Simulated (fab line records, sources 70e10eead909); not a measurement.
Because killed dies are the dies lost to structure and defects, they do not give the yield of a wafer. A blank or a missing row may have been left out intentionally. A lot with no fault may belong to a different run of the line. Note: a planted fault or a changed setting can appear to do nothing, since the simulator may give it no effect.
A lot that was struck, set against a sound lot / flow nand-harc / 15 out of 1302 route steps
Sound: the wafers L758.1, L758.2, L758.6. Wafers L763.2, L763.3, L763.6 were the ones struck. The cause is named last.
Order at every step that has rows: each side's tool, ch and its chambers, its first start. Under that, the readings that differ: sound wafers / struck wafers / difference of the means / sigmas: that difference in standard deviations of wafers without a fault.
alike: readings whose means differ by less than 2 such deviations, and words and numbers that are the same on both sides. not compared: withheld readings, readings that some wafer has no value for, bounds like >300 that may hide the same value, and numbers for which the record gives no deviation and whose values overlap.
A row with sigmas, a row that says differs or no value, or rows on one side alone: a step with any of these is where the two part. When numbers do not overlap yet have no deviation, they are printed without sigmas and do not part them. A reading that every wafer of one side lacks parts them only if that side has two wafers or more.

NHARC_P_M2_PRE_CLEAN_30: time 30 s.
  sound on pvd-sputter-01; struck on pvd-sputter-02
  alike: heater-power-w
NHARC_P_M2_PVD_20: deposits TaN, target thk 5 nm, time 8.06 s.
  sound on pvd-sputter-01; struck on pvd-sputter-02
  alike: substrate-temp-c, throttle-valve-pct
then, 3 steps without rows for these wafers: NHARC_P_M2_PVD_21 (deposits Cu, target thk 30 nm, time 20.49 s); NHARC_P_M2_ECD_22 (material Cu, target thk 400 nm); NHARC_P_M2_ANNEAL_31 (time 90 s).
NHARC_P_M2_CMP_23: polishes, t overpolish 20 s, target thk 144.3 nm.
  sound on cmp-02 ch 0,3, day 9 08:00; struck on cmp-01 ch 1,2, day 11 10:24
  alike: motor-current-A, time-to-endpoint-s
NHARC_P_M2_THK_MEAS_24: measures by xrf.
  sound on film-metro-01, day 9 08:19; struck on film-metro-02, day 11 10:43
  alike: thk-nm
after that, 1 step had no rows for these wafers: NHARC_P_M2_SRD_25.
NHARC_P_M2_INSPECT_27:
  sound on defect-inspect-01, day 9 08:28; struck on defect-inspect-02, day 11 10:52
  alike: raw-defect-count
NHARC_P_M2_PRE_CLEAN_32: time 12 s.
  sound on pecvd-02 ch 0,2, day 9 08:32; struck on pecvd-02 ch 0,1,2, day 11 10:56
  alike: heater-power-w
NHARC_P_M2_DEP_33: deposits SiCN, target thk 30 nm.
  sound on pecvd-02 ch 0,2, day 9 08:37; struck on pecvd-02 ch 0,1,2, day 11 11:01
  alike: chamber-pressure-Torr, heater-power-outer-w, heater-power-w
NHARC_P_BONDPAD_DEP_00: deposits SiCN, target thk 250 nm.
  sound on pecvd-02 ch 1,2, day 9 09:04; struck on pecvd-01 ch 1,2, day 11 11:29
  no value came back on the struck wafers for chamber-pressure-Torr (Torr), heater-power-outer-w (W), heater-power-w (W); on the sound wafers chamber-pressure-Torr (Torr) reads 3.007 2.999 3.008
then, 2 steps without rows for these wafers: NHARC_P_BONDPAD_CMP_32 (polishes SiCN, target thk 200 nm); NHARC_P_BONDPAD_SRD_34.
-- break in the record here, with 18 days between the starts of the struck wafers on either side (left off in module P_BONDPAD, picked up again in module END, where the first step shown is number 1302 on the route) --
NHARC_END_SORT_01:
  the record has rows for the struck wafers here (prober-01 ch 0, day 29 15:43) and none for the sound ones

WHERE THEY PART
Last at NHARC_END_SORT_01 as far as this record goes, first at NHARC_P_BONDPAD_DEP_00.

WHY: the cause the simulator had injected
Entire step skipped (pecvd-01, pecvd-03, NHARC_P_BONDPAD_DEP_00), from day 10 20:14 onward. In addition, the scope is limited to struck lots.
